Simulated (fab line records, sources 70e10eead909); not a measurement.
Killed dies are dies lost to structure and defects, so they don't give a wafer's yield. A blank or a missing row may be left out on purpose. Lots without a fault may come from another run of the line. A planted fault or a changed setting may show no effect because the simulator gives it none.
A struck lot beside a sound one | flow nand_harc | 15 steps out of a route of 1159
Sound: wafers L681.2, L681.3, L681.6. Struck: wafers L692.2, L692.3, L692.5. The cause comes at the end.
At each step with rows: each side's tool, then ch and its chambers, then its first start. Under that, the readings that differ: sound wafers | struck wafers | difference of the means | sigmas: that difference in standard deviations of wafers without a fault.
alike: readings whose means differ by less than 2 such deviations, and words and numbers that are the same on both sides. not compared: withheld readings, readings that some wafer has no value for, bounds like >300 that may hide the same value, and numbers for which the record gives no deviation and whose values overlap.
The two part at a step that has a row with sigmas, a row that says differs or no value, or rows on one side only. Numbers that don't overlap but have no deviation are shown without sigmas and don't part them. A reading that every wafer of one side lacks parts them only if that side has two wafers or more.

NHARC_A_M1_OVL_MEAS_10: pitch 240 nm.
  sound on overlay-01, day 18 12:52; struck on overlay-01, day 21 23:17
  alike: overlay_x_nm, overlay_y_nm
NHARC_A_M1_INSPECT_11:
  sound on defect_inspect-01, day 18 12:54; struck on defect_inspect-01, day 21 23:19
  alike: raw_defect_count
NHARC_A_M1_DESCUM_14: chemistry O2, time 3 s.
  sound on rie_diel-08 ch 0,1, day 18 12:58; struck on rie_diel-04 ch 1,2,3, day 21 23:24
  alike: drypump_motor_current_A, oes_product_au, rf_vpp_V, showerhead_plenum_p_Torr, throttle_valve_pct
  not compared: rf_hours_counter_h
then, 1 step without rows for these wafers: NHARC_A_M1_ETCH_35 (etches the open film in N2/H2, target depth 40 nm, overetch 12 nm, time 43.94 s).
NHARC_A_M1_ETCH_15: etches the open film in C4F8/Ar, target depth 182.5 nm, time 91.2 s.
  sound on rie_diel-08 ch 1,2,3; struck on rie_diel-04 ch 2,3
  alike: oes_product_au, rf_vpp_V
  not compared: rf_hours_counter_h
NHARC_A_M1_CD_MEAS_16:
  sound on cd_sem-03, day 18 13:16; struck on cd_sem-02, day 21 23:41
  alike: cd_nm
NHARC_A_M1_STRIP_18: strips in N2/H2.
  sound on rie_diel-07 ch 0,2,3, day 18 13:22; struck on rie_diel-07 ch 1,2,3, day 21 23:46
  alike: drypump_motor_current_A, oes_product_au, rf_vpp_V, showerhead_plenum_p_Torr, throttle_valve_pct
  not compared: rf_hours_counter_h
NHARC_A_M1_ETCH_28: etches the open film in CF4/N2, target depth 30 nm, time 72.99 s.
  sound on rie_diel-07 ch 0,2,3; struck on rie_diel-07 ch 1,2,3
  alike: cf4_flow_sccm, drypump_motor_current_A, oes_product_au, rf_vpp_V, showerhead_plenum_p_Torr, throttle_valve_pct
  not compared: rf_hours_counter_h
then, 3 steps without rows for these wafers: NHARC_A_M1_STRIP_19 (strips in post etch residue remover, time 600 s); NHARC_A_M1_DEGAS_29 (time 60 s); NHARC_A_M1_PRE_CLEAN_30 (time 30 s).
NHARC_A_M1_PVD_20: deposits TaN, target thk 5 nm, time 8.06 s.
  sound on pvd_sputter-01; struck on pvd_sputter-01
  alike: cathode_dc_power_W, substrate_temp_c, throttle_valve_pct, time_s
NHARC_A_M1_PVD_21: deposits Cu, target thk 30 nm, time 20.49 s.
  sound on pvd_sputter-01, day 18 14:17; struck on pvd_sputter-01, day 22 00:37
  reading    | sound             | struck            | difference | sigmas
  time_s (s) | 20.49 20.49 20.49 | 32.36 32.36 32.36 | +11.87     |
  alike: cathode_dc_power_W, substrate_temp_c, throttle_valve_pct
then, 1 step without rows for these wafers: NHARC_A_M1_ECD_22 (material Cu, target thk 400 nm).
NHARC_END_SORT_01:
  sound on prober-02 ch 0, day 20 21:25; struck on prober-02 ch 0, day 23 23:13
  alike: defect_limited_yield, killed_at_array, killed_at_other, killed_at_periphery, killed_dies, killed_open, killed_short, sort_bin_2_pct, sort_bin_3_pct, sort_bin_4_pct, sort_n_pass, sort_rim_yield_pct, sort_yield_pct

WHERE THEY PART
Nowhere in this record.

WHY: what the simulator had put in
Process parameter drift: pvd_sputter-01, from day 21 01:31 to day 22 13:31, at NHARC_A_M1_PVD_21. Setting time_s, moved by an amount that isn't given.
